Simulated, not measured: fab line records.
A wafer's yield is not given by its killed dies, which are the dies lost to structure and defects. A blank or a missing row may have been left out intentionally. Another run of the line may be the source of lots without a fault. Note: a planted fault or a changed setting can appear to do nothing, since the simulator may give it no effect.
Which tool did it? | flow n5-finfet | 24 lots, 72 wafers sampled, at 2 steps of a route of 1938

## WHAT THE GAUGES READ, wafer by wafer
N5_BEOL_M14_OCD_MEAS_35.
lot  | measured     | on     | trench-depth-nm (nm)
L075 | day 12 11:53 | ocd-01 | 566 569 563
L074 | day 13 02:14 | ocd-02 | 567 569 568
L076 | day 13 03:44 | ocd-02 | 556 565 554
L077 | day 13 10:43 | ocd-01 | 559 561 553
L078 | day 13 15:23 | ocd-02 | 551 561 557
L079 | day 13 20:59 | ocd-01 | 568 572 560
L082 | day 14 00:24 | ocd-01 | 538 542 539
L081 | day 14 05:43 | ocd-01 | 566 558 562
L080 | day 14 14:49 | ocd-01 | 541 545 542
L083 | day 14 15:22 | ocd-01 | 568 555 562
L084 | day 14 19:23 | ocd-02 | 566 553 559
L085 | day 14 21:16 | ocd-01 | 551 546 547
L086 | day 15 07:18 | ocd-01 | 567 571 561
L088 | day 16 02:04 | ocd-02 | 548 554 546
L087 | day 16 06:13 | ocd-02 | 546 543 542
L091 | day 16 06:47 | ocd-01 | 575 566 574
L089 | day 16 22:00 | ocd-02 | 538 546 544
L090 | day 17 06:34 | ocd-02 | 561 563 562
L093 | day 17 10:32 | ocd-01 | 543 552 555
L092 | day 18 02:23 | ocd-01 | 552 552 554
L094 | day 18 18:57 | ocd-01 | 553 559 555
L095 | day 18 19:20 | ocd-01 | 552 550 556
L097 | day 18 20:32 | ocd-01 | 554 544 551
L096 | day 18 20:53 | ocd-01 | 572 553 549

N5_BEOL_M15_OVL_MEAS_29.
lot  | measured     | on         | M15_OVL (nm)
L075 | day 12 18:01 | overlay-01 | -8 -13 -16
L074 | day 13 10:06 | overlay-01 | -1 -4 -6
L076 | day 13 10:56 | overlay-01 | -4 -1 -9
L077 | day 13 16:21 | overlay-01 | -5 -5 -9
L078 | day 13 20:22 | overlay-01 | 2 6 2
L079 | day 14 03:14 | overlay-02 | 2 -3 1
L082 | day 14 05:46 | overlay-02 | -9 4 -2
L081 | day 14 15:24 | overlay-02 | 6 2 -8
L080 | day 14 20:21 | overlay-02 | 3 4 3
L083 | day 14 22:04 | overlay-02 | 6 8 4
L084 | day 15 03:28 | overlay-01 | -8 -4 -5
L085 | day 15 03:56 | overlay-01 | 2 0 -4
L086 | day 15 12:03 | overlay-02 | -12 -8 -6
L088 | day 16 06:50 | overlay-01 | 3 2 4
L087 | day 16 11:37 | overlay-01 | -2 3 2
L091 | day 16 11:52 | overlay-02 | 4 9 7
L089 | day 17 02:43 | overlay-01 | -5 -3 1
L090 | day 17 11:32 | overlay-02 | 8 5 10
L093 | day 17 20:01 | overlay-01 | 9 2 0
L092 | day 18 07:29 | overlay-01 | 1 3 1
L094 | day 18 23:33 | overlay-02 | -3 3 7
L095 | day 19 00:49 | overlay-02 | -3 -5 -6
L097 | day 19 02:55 | overlay-02 | 2 1 2
L096 | day 19 02:46 | overlay-02 | -9 -2 -2

## TOOL THAT RAN EACH LOT (tool first, then ch and the chambers of the sampled wafers, then the start)
Before these readings, the record contains no process step.

## AS READ BY THE TOOLS THEMSELVES (means over the sampled wafers that have a number; for cases with no such wafer, the mark the record gives instead)
The record holds no such reading with a usual standard deviation.

## THE ANSWER, worked out from the rows above alone
Rule: the lots themselves supply what counts as usual. The widest of any qualifying gaps counts: lots, ordered by their means at a reading, are off when they make up no more than a third of the lots, leave a main group of 4 or more, and stand apart from it by 3 or more times the standard deviation of that group's means. A main group is skipped when, at the precision printed for the reading in the tables above, its means are all equal. A lot without any number at a reading at which 4 lots or more have one is off too. All remaining lots with rows at the step are treated as sound. After the gauges, taken in route order, come the tools' own readings; for these a lot's mean is taken, as printed above. At the first step where some lot is off, the reading lying furthest off is the one used; lots without a number count as furthest.
Nothing can be told from this: no lot is off at any reading shown.

## WHAT THE SIMULATOR HAD INSERTED
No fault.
